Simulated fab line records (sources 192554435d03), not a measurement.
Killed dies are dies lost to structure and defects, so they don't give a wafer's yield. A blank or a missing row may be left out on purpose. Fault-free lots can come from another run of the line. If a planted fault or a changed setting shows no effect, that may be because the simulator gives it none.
Split-lot study :: flow n5-finfet :: route with 1938 steps; 7 lots, 21 wafers read

ABOUT THE SPLIT
At N5_BEOL_M12_PEB_08 (peb time 90 s), the setting peb-temp-c was moved away from the recipe's 130 C on 10 of the 21 wafers read, by +1.5% to +2.8%. The other wafers ran this setting at the recipe's value.

FROM THE SPLIT TO THE READING: what the file shows between them, 5 steps
- N5_BEOL_M12_DEVELOP_09: develop time 45 s
- N5_BEOL_M12_HARDBAKE_14: time 120 s
- N5_BEOL_M12_CD_MEAS_10: target cd 140 nm
- N5_BEOL_M12_STRIP_71: strips in post etch residue remover, time 60 s
- N5_BEOL_M12_SRD_72: time 30 s, dry time 30 s

THE READING
cd-nm (nm) at N5_BEOL_M12_CD_MEAS_17, where the cd target is 140 nm. A value of 141.5 nm with a standard deviation of 2.3 nm is what fault-free wafers of this fab line usually give.

wafer: L077.3
tool, chamber at the split: litho-track-04, 0
peb-temp-c as run, C: 130
against the recipe: recipe
cd-nm, nm: 143.1
against lot-mates on the recipe: -

wafer: L077.5
tool, chamber at the split: litho-track-04, 0
peb-temp-c as run, C: 133.3
against the recipe: +2.5%
cd-nm, nm: 154.4
against lot-mates on the recipe: +9.6

wafer: L077.6
tool, chamber at the split: litho-track-04, 0
peb-temp-c as run, C: 130
against the recipe: recipe
cd-nm, nm: 146.6
against lot-mates on the recipe: -

wafer: L081.3
tool, chamber at the split: litho-track-01, 0
peb-temp-c as run, C: 133.7
against the recipe: +2.8%
cd-nm, nm: 150.6
against lot-mates on the recipe: no lot-mate on the recipe

wafer: L081.4
tool, chamber at the split: litho-track-01, 0
peb-temp-c as run, C: 133.7
against the recipe: +2.8%
cd-nm, nm: 150.1
against lot-mates on the recipe: no lot-mate on the recipe

wafer: L081.5
tool, chamber at the split: litho-track-01, 0
peb-temp-c as run, C: 133.7
against the recipe: +2.8%
cd-nm, nm: 149.5
against lot-mates on the recipe: no lot-mate on the recipe

wafer: L084.1
tool, chamber at the split: litho-track-01, 0
peb-temp-c as run, C: 133.5
against the recipe: +2.7%
cd-nm, nm: 150.5
against lot-mates on the recipe: +9.9

wafer: L084.2
tool, chamber at the split: litho-track-01, 0
peb-temp-c as run, C: 130
against the recipe: recipe
cd-nm, nm: 142.2
against lot-mates on the recipe: -

wafer: L084.3
tool, chamber at the split: litho-track-01, 0
peb-temp-c as run, C: 130
against the recipe: recipe
cd-nm, nm: 139.0
against lot-mates on the recipe: -

wafer: L085.2
tool, chamber at the split: litho-track-03, 0
peb-temp-c as run, C: 130
against the recipe: recipe
cd-nm, nm: 139.8
against lot-mates on the recipe: -

wafer: L085.3
tool, chamber at the split: litho-track-03, 0
peb-temp-c as run, C: 130
against the recipe: recipe
cd-nm, nm: 138.5
against lot-mates on the recipe: -

wafer: L085.5
tool, chamber at the split: litho-track-03, 0
peb-temp-c as run, C: 130
against the recipe: recipe
cd-nm, nm: 142.9
against lot-mates on the recipe: -

wafer: L091.1
tool, chamber at the split: litho-track-04, 0
peb-temp-c as run, C: 131.9
against the recipe: +1.5%
cd-nm, nm: 150.3
against lot-mates on the recipe: +5.3

wafer: L091.4
tool, chamber at the split: litho-track-04, 0
peb-temp-c as run, C: 130
against the recipe: recipe
cd-nm, nm: 145.0
against lot-mates on the recipe: -

wafer: L091.6
tool, chamber at the split: litho-track-04, 0
peb-temp-c as run, C: 131.9
against the recipe: +1.5%
cd-nm, nm: 150.6
against lot-mates on the recipe: +5.6

wafer: L089.1
tool, chamber at the split: litho-track-04, 0
peb-temp-c as run, C: 130
against the recipe: recipe
cd-nm, nm: 139.7
against lot-mates on the recipe: -

wafer: L089.4
tool, chamber at the split: litho-track-04, 0
peb-temp-c as run, C: 130
against the recipe: recipe
cd-nm, nm: 139.6
against lot-mates on the recipe: -

wafer: L089.5
tool, chamber at the split: litho-track-04, 0
peb-temp-c as run, C: 130
against the recipe: recipe
cd-nm, nm: 142.4
against lot-mates on the recipe: -

wafer: L094.2
tool, chamber at the split: litho-track-03, 0
peb-temp-c as run, C: 132.1
against the recipe: +1.6%
cd-nm, nm: 144.2
against lot-mates on the recipe: no lot-mate on the recipe

wafer: L094.4
tool, chamber at the split: litho-track-03, 0
peb-temp-c as run, C: 132.1
against the recipe: +1.6%
cd-nm, nm: 148.1
against lot-mates on the recipe: no lot-mate on the recipe

wafer: L094.6
tool, chamber at the split: litho-track-03, 0
peb-temp-c as run, C: 132.1
against the recipe: +1.6%
cd-nm, nm: 146.8
against lot-mates on the recipe: no lot-mate on the recipe

THE FIT
A straight line over all 21 wafers: cd-nm changes by +3.41 nm for each +1% of peb-temp-c; r = +0.85; the points scatter about the line by 2.6 nm.
The same after taking each lot's own level away (the mean of its wafers on the recipe; 15 wafers): +3.72 nm for each +1%; r = +0.94; scatter 1.4 nm.
That fit puts the effect of the largest move of peb-temp-c on the reading at 11 nm.
Measured against the standard deviation above, the lots' own levels, which go from 140.40 to 145.00 nm, span 2.0 times it.
Hence the lot-to-lot level has little effect on the slope; both slopes agree.
Check: for one of the wafers moved furthest among these (+2.7%), held out of the fit, the line's prediction against its lot-mates is +10.1 nm. Against them it came out at +9.9 nm.

OTHER SPLITS ON THESE WAFERS
Before the reading, these wafers also passed through other splits. Each is held against what the fit with the lots' levels taken away leaves over:
other split on the same wafers: N5_BEOL_M9_EXPOSE_08 dose-mj
wafers away from the commonest value: 5
r with cd-nm (lot level and that fit taken away): +0.12

other split on the same wafers: N5_BEOL_M10_COAT_05 spin-rpm
wafers away from the commonest value: 6
r with cd-nm (lot level and that fit taken away): -0.07

other split on the same wafers: N5_BEOL_M11_PECVD_70 time-s
wafers away from the commonest value: 8
r with cd-nm (lot level and that fit taken away): +0.07

other split on the same wafers: N5_BEOL_M11_COAT_59 spin-rpm
wafers away from the commonest value: 4
r with cd-nm (lot level and that fit taken away): -0.27

THE WHOLE CHAIN: every reading that the file lists as answering this split, in the file's order
step: N5_BEOL_M12_CD_MEAS_10
what it does: target cd 140 nm
reading: cd-nm
change (the file's fit): +4.02 nm for each +1% of the setting
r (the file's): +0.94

step: N5_BEOL_M12_CD_MEAS_17
what it does: target cd 140 nm
reading: cd-nm
change (the file's fit): +3.73 nm for each +1% of the setting
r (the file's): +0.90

THE FILE'S OWN FIT
cd-nm changes by +3.73 nm for each +1% of peb-temp-c, r = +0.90.
